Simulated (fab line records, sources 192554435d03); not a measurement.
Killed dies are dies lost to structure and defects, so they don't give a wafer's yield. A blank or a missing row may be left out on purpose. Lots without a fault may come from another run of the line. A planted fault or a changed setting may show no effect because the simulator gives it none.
fab line records | flow n5_finfet
record lots=5 wafers=15 last_day=18
route steps=1938 shown MOL_CONTACT_COAG@625 BEOL_M0_SAQP@632 BEOL_M4@1111 PASSIVATION@1936
lots that met no fault: from a run of the same line without faults
start_h: hours from the record's first day to the start of the lot's first wafer shown | wait_h: hours since the lot's step before | " the same as in the row above | L1.1+2: a row that stands for several wafers | - no value, or no start given | * or withheld: withheld | < > ~ a bound
route shown NAME@n: a module of which the file shows steps, and the number in the route of the first | usual: mean/standard deviation of fault-free wafers | same: alike in all rows | chamber/n: place in a boat | sites: the reading at each site | _std_site: their standard deviation | _edge_site: outer sites' mean less inner sites' | radius_mm: how far each site lies from the wafer's centre | mask NAME#n: copy n | behind: the tool/chamber that last shaped the wafer | hold: why the lot was held/for how many hours/how that ended | device: the transistor (n, p or np) that didn't switch | end of line: the same wafers' tests at the end of the route | a step without rows: its recipe alone | killed: dies lost to structure and defects at the first sort, not the wafer's yield | map: a wafer's dies, x killed, . not, _ none there
set.NAME: the setting as run; set.NAME@STEP: as run at that earlier step | model.NAME: the simulator's own value behind a step, which no gauge read
lots at some steps of the route; a table a step, a row a wafer
services: from which hour (start_h, from the record's first day; less than 0 if before it) a tool's chamber was out of use, for how many hours, and why
## steps
# step N5_MOL_CONTACT_COAG_PRECLEAN_127
# recipe chemistry=DIW time_s=57.5 temp_c=23
# step N5_MOL_CONTACT_COAG_SRD_128
# recipe dry_time_s=32 dry=n2_spin spin_rpm=1500
# step N5_MOL_CONTACT_COAG_CMP_52
# recipe stop_on=SiO2 t_overpolish_s=1.5 post_cmp_clean=w_dilute_nh4oh down_force_psi=4 platen_rpm=50.289 pad_velocity_m_s=1.0006 target_thk_nm=66.5
# step N5_MOL_CONTACT_COAG_ANNEAL_112
# recipe temp_c=400 time_s=1800 ambient=HPD2 pressure_atm=10
# step N5_BEOL_M0_SAQP_PECVD_00
# recipe material=SiCN target_thk_a=80 temp_c=withheld precursor=3MS/NH3 pressure_torr=3 rf_w=202 time_s=14
# step N5_BEOL_M0_SAQP_ILD_DEP_01
# recipe material=SiOC target_thk_a=454.19 temp_c=350 precursor=DEMS/O2 pressure_torr=5 rf_w=500 time_s=8.7
# step N5_BEOL_M0_SAQP_HM_DEP_02
# recipe material=TiN target_thk_a=120 temp_c=25 chamber_pressure_pa=0.49996
# step N5_BEOL_M0_SAQP_PECVD_03
# recipe material=SiCN target_thk_a=120 temp_c=withheld precursor=3MS/NH3 pressure_torr=3 rf_w=202 time_s=21.1
# step N5_BEOL_M0_SAQP_PECVD_96
# recipe material=a-Si target_thk_a=450 temp_c=350 precursor=SiH4/He pressure_torr=3 rf_w=100 time_s=45.2
# step N5_BEOL_M0_SAQP_PECVD_97
# recipe material=SiNx target_thk_a=230 temp_c=350 precursor=SiH4/NH3/N2 pressure_torr=1.5 rf_w=300 time_s=19.9
# usual heater_power_w=504/51 showerhead_plenum_p_Torr=5.13/0.062 throttle_valve_pct=39.1/3
# columns lot.wafer tool chamber start_h wait_h heater_power_w showerhead_plenum_p_Torr throttle_valve_pct model.SiNx_of_BEOL_M0_SAQP_PECVD_97.thk_nm
L125.1 pecvd-01 0 166.35 0.0 547 5.18 38.2 22.6
L125.2 " 2 " " 476 5.27 35.1 23.2
L125.3 " 1 " " 464 5.06 37.9 22.2
L135.3 pecvd-01 2 220.83 0.0 475 5.26 35.2 16.6
L135.4 " 0 " " 530 5.16 39.0 17
L135.5 " 1 " " 419 5.06 37.8 17
L136.1 pecvd-01 0 226.10 0.0 531 5.17 39.0 17
L136.4 " 2 " " 442 5.27 35.1 17.2
L136.5 " 1 " " 447 5.06 37.9 16.8
L137.2 pecvd-01 2 233.76 0.0 397 5.26 35.1 16.8
L137.4 " 1 " " 495 5.06 37.9 17
L137.6 " 2 " " 397 5.26 35.4 17
L139.3 pecvd-04 2 247.34 0.0 460 5.08 36.7 22.6
L139.5 " 2 " " 467 5.09 36.6 23
L139.6 " 0 " " 557 5.13 42.0 23.2
# step N5_BEOL_M0_SAQP_PECVD_04
# recipe material=a-Si target_thk_a=600 temp_c=350 precursor=SiH4/He pressure_torr=3 rf_w=100 time_s=60.2
# step N5_BEOL_M0_SAQP_HM_DEP_111
# recipe material=SiO2 target_thk_a=120 temp_c=400 precursor=SiH4/N2O pressure_torr=0.75 rf_w=275 time_s=7.2
# step N5_BEOL_M0_SAQP_COAT_81
# recipe resist=SOC temp_c=250 time_s=60 spin_rpm=1500 resist_thk_nm=100
# step N5_BEOL_M0_SAQP_COAT_82
# recipe resist=SiARC temp_c=220 time_s=60 spin_rpm=1500 resist_thk_nm=30
# step N5_BEOL_M0_SAQP_COAT_08
# recipe resist=CAR-ArF spin_rpm=1500 resist_thk_nm=90
# step N5_BEOL_M0_SAQP_EBR_10
# recipe solvent=PGMEA ebr_width_mm=1.5
# step N5_BEOL_M0_SAQP_SOFTBAKE_09
# recipe temp_c=110 time_s=60 resist=CAR-ArF
# step N5_BEOL_M0_SAQP_EXPOSE_11
# recipe mask_id=M0_CORE na=1.35 source_shape=dipole sigma_inner=0.538 sigma_outer=0.738 polarization=te target_cd_nm=42 dose_mj=55
# step N5_BEOL_M0_SAQP_PEB_12
# recipe peb_temp_c=withheld peb_time_s=60 resist=CAR-ArF
# step N5_BEOL_M0_SAQP_DEVELOP_13
# recipe develop_time_s=30 developer=TMAH resist=CAR-ArF dev_temp_c=23 rinse_liquid=diw dry=air_spin
# step N5_BEOL_M0_SAQP_DESCUM_19
# recipe chemistry=O2 time_s=7.9 source_power_w=50 bias_power_w=20 pressure_mtorr=20 rf_frequency_hz=2.712e+07 temp_c=40 resist=CAR-ArF o2_flow_sccm=225
# step N5_BEOL_M0_SAQP_ETCH_83
# recipe chemistry=CF4 target=SiARC target_depth_a=390 mask_material=CAR-ArF time_s=65 ion_energy_ev=80 pressure_mtorr=40 source_w=545 bias_w=36 Ar_flow_sccm=100 cf4_flow_sccm=100 ends=cleared
# step N5_BEOL_M0_SAQP_ETCH_84
# recipe chemistry=N2/H2 target=SOC target_depth_a=1000 overetch_a=200 mask_material=SiARC temp_c=40 time_s=150 ion_energy_ev=200 pressure_mtorr=30 source_w=840 bias_w=150 n2_flow_sccm=200 h2_flow_sccm=200
# step N5_BEOL_M0_SAQP_STRIP_80
# recipe chemistry=N2/H2 temp_c=40 n2_flow_sccm=200 h2_flow_sccm=200 rf_frequency_hz=6e+07
# step N5_BEOL_M0_SAQP_HM_OPEN_112
# recipe chemistry=CHF3/O2 target=SiO2 stop_on=a-Si target_depth_a=120 over_etch_frac=1.25 mask_material=SOC time_s=13.5 pressure_mtorr=30 source_w=650 bias_w=170 Ar_flow_sccm=200 CHF3_flow_sccm=50 O2_flow_sccm=5 ion_energy_ev=200 ends=end_point
# step N5_BEOL_M0_SAQP_STRIP_113
# recipe chemistry=CHF3/O2 resist=SiARC rf_frequency_hz=6e+07
# step N5_BEOL_M0_SAQP_MANDREL_ETCH_20
# recipe target_depth_a=600 chemistry=HBr/Cl2 target=a-Si stop_on=SiNx bt_time_s=10 mask_material=SOC over_etch_frac=0.5 time_s=30 pressure_mtorr=10 icp_w=800 bias_w=75 HBr_flow_sccm=150 Cl2_flow_sccm=80 ends=end_point
# step N5_BEOL_M0_SAQP_STRIP_86
# recipe chemistry=N2/H2 power_w=500 temp_c=40 pressure_mtorr=50 rf_frequency_hz=6e+07 overash_fraction=0.3 bias_power_w=28 h2_frac=0.5 n2_flow_sccm=300 h2_flow_sccm=300
# step N5_BEOL_M0_SAQP_STRIP_115
# recipe chemistry=post_etch_residue_remover time_s=60 temp_c=25 remover_ph=withheld remover_water_wt_pct=withheld remover_fluoride_wt_pct=withheld
# step N5_BEOL_M0_SAQP_SRD_93
# recipe dry=ipa_marangoni time_s=30 temp_c=23 rinse_liquid=diw
# step N5_BEOL_M0_SAQP_RECESS_114
# recipe chemistry=HF/NH3 target=SiO2 target_depth_a=144 afs_cycles=3 temp_c=30 sublimation_temp_c=180 sublimation_time_s=60
# step N5_BEOL_M0_SAQP_SPACER1_ALD_98
# recipe material=SiO2 target_thk_a=128 temp_c=300 ald_precursor_family=BDEAS ald_co_reactant=O2-plasma pulse_time_s=1 purge_time_s=2 co_reactant_purge_time_s=2 ald_cycles=138 pressure_torr=2
# step N5_BEOL_M0_SAQP_SPACER1_ETCHBACK_99
# recipe chemistry=CHF3/O2 mode=anisotropic_etchback target=SiO2 target_depth_a=154 time_s=7.7 pressure_mtorr=30 source_w=650 bias_w=170 Ar_flow_sccm=200 CHF3_flow_sccm=50 O2_flow_sccm=5 ion_energy_ev=200
# step N5_BEOL_M0_SAQP_MANDREL1_REMOVE_100
# recipe chemistry=HBr/Cl2/O2 bt_time_s=10 target=a-Si stop_on=SiNx endpoint=OES-SiCl over_etch_frac=0.85 icp_w=600 bias_w=30 HBr_flow_sccm=150 Cl2_flow_sccm=80 O2_flow_sccm=5 pressure_mtorr=10
# step N5_BEOL_M0_SAQP_ETCH_106
# recipe chemistry=N2/H2 target=SOC target_depth_a=1500 stop_on=SiNx ion_energy_ev=100 bias_w=61 pressure_mtorr=30 source_w=850 n2_flow_sccm=200 h2_flow_sccm=200
# usual chamber_pressure_mTorr=30.001/0.029 drypump_motor_current_A=5.7/0.35 oes_product_au=0.77/0.057 rf_vpp_V=240.6/1.4 showerhead_plenum_p_Torr=2.54/0.082 throttle_valve_pct=17.79/0.25
# columns lot.wafer tool chamber start_h wait_h chamber_pressure_mTorr drypump_motor_current_A oes_product_au rf_hours_counter_h rf_vpp_V showerhead_plenum_p_Torr throttle_valve_pct model.SiNx_of_BEOL_M0_SAQP_PECVD_97.thk_nm
L125.1 rie_diel-01 0 169.77 - 29.991 5.8 0.84 48 241.5 2.60 17.57 14.8
L125.2 " 3 " " 30.059 5.7 0.75 136 239.1 2.44 17.92 15.4
L125.3 " 1 " " 29.971 5.9 0.72 190 239.3 2.44 18.20 14.4
L135.3 rie_diel-01 1 223.97 - 30.006 5.9 0.72 204 239.7 2.44 18.24 8.8
L135.4 " 0 " " 29.974 5.8 0.82 63 241.0 2.59 17.60 9.4
L135.5 " 1 " " 30.029 5.9 0.71 - 239.3 2.44 18.24 9
L136.1 rie_diel-04 0 229.32 - 29.957 5.7 0.77 119 240.4 2.53 17.66 9.2
L136.4 " 2 " " 30.033 6.0 0.68 228 238.0 2.42 18.04 9.6
L136.5 " 2 " " 30.060 6.1 0.68 - 238.0 2.42 18.07 9.2
L137.2 rie_diel-04 3 237.31 - 29.954 5.0 0.76 138 241.4 2.56 17.51 9.2
L137.4 " 2 " " 30.048 6.1 0.68 231 238.7 2.42 18.06 9
L137.6 " 2 " " 30.054 6.0 0.68 - 238.6 2.42 18.06 9.4
L139.3 rie_diel-01 2 250.33 - 29.964 6.3 0.71 196 240.8 2.62 17.84 15
L139.5 " 2 " " 30.032 6.3 0.71 - 241.8 2.62 17.84 15.4
L139.6 " 1 " " 30.054 5.9 0.71 - 239.4 2.44 18.25 15.2
# step N5_BEOL_M4_RC_MEAS_101
# usual DIBL_N=37.1/2.4 DIBL_P=37/3 IOFF_N=0.18/0.053 IOFF_P=0.21/0.05 ION_N=674/14 ION_P=459/9.2 SS_N=72.1/0.9 SS_P=73.4/0.89 VT_N=250/3.8 VT_P=-251/3.7
# columns lot.wafer tool chamber start_h wait_h DIBL_N[mV/V] DIBL_P[mV/V] IOFF_N[nA/um] IOFF_P[nA/um] ION_N[uA/um] ION_P[uA/um] SS_N[mV/dec] SS_P[mV/dec] VT_N[mV] VT_P[mV]
L125.1 prober-01 0 229.62 0.0 37.4 35 0.15 0.16 662 448 71.6 72.4 251 -257
L125.2 " 0 " " 38.4 36 0.19 0.19 681 452 71.8 73.2 245 -253
L125.3 " 0 " " 33.7 32 0.10 0.13 653 448 71.1 72.6 257 -258
L135.3 prober-02 0 285.62 0.3 40.4 43 0.25 0.29 687 464 72.8 73.9 246 -246
L135.4 " 0 " " 37.4 39 0.19 0.22 671 460 71.9 73.5 250 -250
L135.5 " 0 " " 37.1 39 0.18 0.21 682 463 71.5 73.3 249 -251
L136.1 prober-02 0 288.09 0.0 35.7 35 0.16 0.18 667 453 72.1 73.4 251 -255
L136.4 " 0 " " 39.9 40 0.25 0.26 691 464 72.7 74.3 244 -248
L136.5 " 0 " " 35.7 35 0.15 0.18 661 449 71.8 73.0 254 -254
L137.2 prober-02 0 309.45 0.2 36.6 37 0.19 0.18 665 444 73.1 73.8 248 -254
L137.4 " 0 " " 32.3 33 0.11 0.14 658 448 70.8 71.9 252 -259
L137.6 " 0 " " 30.6 29 0.09 0.10 637 431 71.0 71.6 257 -261
L139.3 prober-01 0 312.76 0.3 37.9 37 0.19 0.20 679 455 72.6 72.7 249 -251
L139.5 " 0 " " 39.7 39 0.22 0.23 686 462 73.2 72.7 248 -248
L139.6 " 0 " " 40.3 40 0.21 0.24 682 449 72.5 74.8 248 -252
# step N5_PASSIVATION_PROBE_49
# usual defect_limited_yield=91.6/1.4 killed_at_M0_to_M3=32/9.5 killed_at_M4_up=13/6 killed_at_contacts=12/5.6 killed_at_front_end=39/11 killed_at_other=2.8/2.3 killed_dies=99/16 killed_open=65/12 killed_short=32/7.6 sort_bin_5_function=4.8/0.88 sort_bin_6_memory=3.2/0.65 sort_bin_8_speed=0.2/2 sort_n_pass=1077/29 sort_yield_pct=91.2/2.5
# same gross_dies=1180 killed_at_back_side=0 sort_bin_4_leakage[%]=0
# columns lot.wafer tool chamber start_h wait_h defect_limited_yield[%] killed_at_M0_to_M3 killed_at_M4_up killed_at_contacts killed_at_front_end killed_at_other killed_dies killed_open killed_short sort_bin_5_function[%] sort_bin_6_memory[%] sort_bin_8_speed[%] sort_n_pass sort_yield_pct[%]
L139.3 prober-02 - 423.03 0.1 89.9 37 9 15 52 6 119 68 49 5.3 4.2 0 1061 89.9
L139.5 prober-02 - 423.13 0.2 91.4 37 11 2 42 9 101 61 35 4.7 3.1 0 1079 91.4
L139.6 prober-02 - 423.18 0.3 91.9 28 11 10 39 8 96 64 32 5.1 2.6 0 1084 91.9
# killed by level:class
L139.3 BEOL_M0_SAQP:geometric_particle:short=15 BEOL_M0_SAQP:geometric_particle:open=11 MOL_CONTACT_COAG:geometric_particle:open=10 FIN_SAQP:geometric_particle:open=9 STI_FIN_REVEAL:geometric_particle:open=9 FIN_SAQP:geometric_particle:short=8 BEOL_M2:geometric_particle:open=7 GATE_CUT:geometric_particle:short=6
L139.5 FIN_SAQP:geometric_particle:short=9 FIN_SAQP:geometric_particle:open=8 BEOL_M1:geometric_particle:open=8 STI_FIN_REVEAL:geometric_particle:open=6 BEOL_M0_SAQP:geometric_particle:open=5 BEOL_M0:geometric_particle:open=5 BEOL_M2:geometric_particle:open=5 BEOL_M4:geometric_particle:open=5
L139.6 MOL_CONTACT_COAG:geometric_particle:open=8 BEOL_M4:geometric_particle:open=8 STI_FIN_REVEAL:geometric_particle:open=7 BEOL_M0_SAQP:geometric_particle:short=7 FIN_SAQP:geometric_particle:short=6 BEOL_M3:geometric_particle:open=6 DUMMY_GATE:geometric_particle:open=4 BEOL_M0:geometric_particle:open=4
## services
# columns tool chamber start_h hours kind
rie_diel-04 - 146.76 2.8 pm
pecvd-01 - 161.94 0.6 repair
pecvd-04 - 162.24 0.8 repair
rie_diel-04 2 163.49 3.9 repair
pecvd-04 0 198.47 5.0 repair
rie_diel-01 - 207.15 2.3 repair
pecvd-01 - 222.27 2.8 pm
pecvd-04 2 228.18 5.5 scheduled_down
rie_diel-01 - 229.78 2.5 repair
pecvd-01 0 237.40 3.7 repair
## key
first_sign none at tools or gauges
model_effect step=N5_BEOL_M0_SAQP_PECVD_97 value=SiNx_of_BEOL_M0_SAQP_PECVD_97.thk_nm without=22.84 struck=16.93
model_effect step=N5_BEOL_M0_SAQP_ETCH_106 value=SiNx_of_BEOL_M0_SAQP_PECVD_97.thk_nm without=15.07 struck=9.2
met_at N5_BEOL_M0_SAQP_PECVD_97
struck_wafers L135.3,L135.4,L135.5,L136.1,L136.4,L136.5,L137.2,L137.4,L137.6
onset_between 166.35 220.83
fault kind=process_parameter_drift tool=pecvd-01 chamber=- onset_h=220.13 steps=N5_BEOL_M0_SAQP_PECVD_97 channel=time_s offset=* shape=step end_h=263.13 acts_in=* stated=*
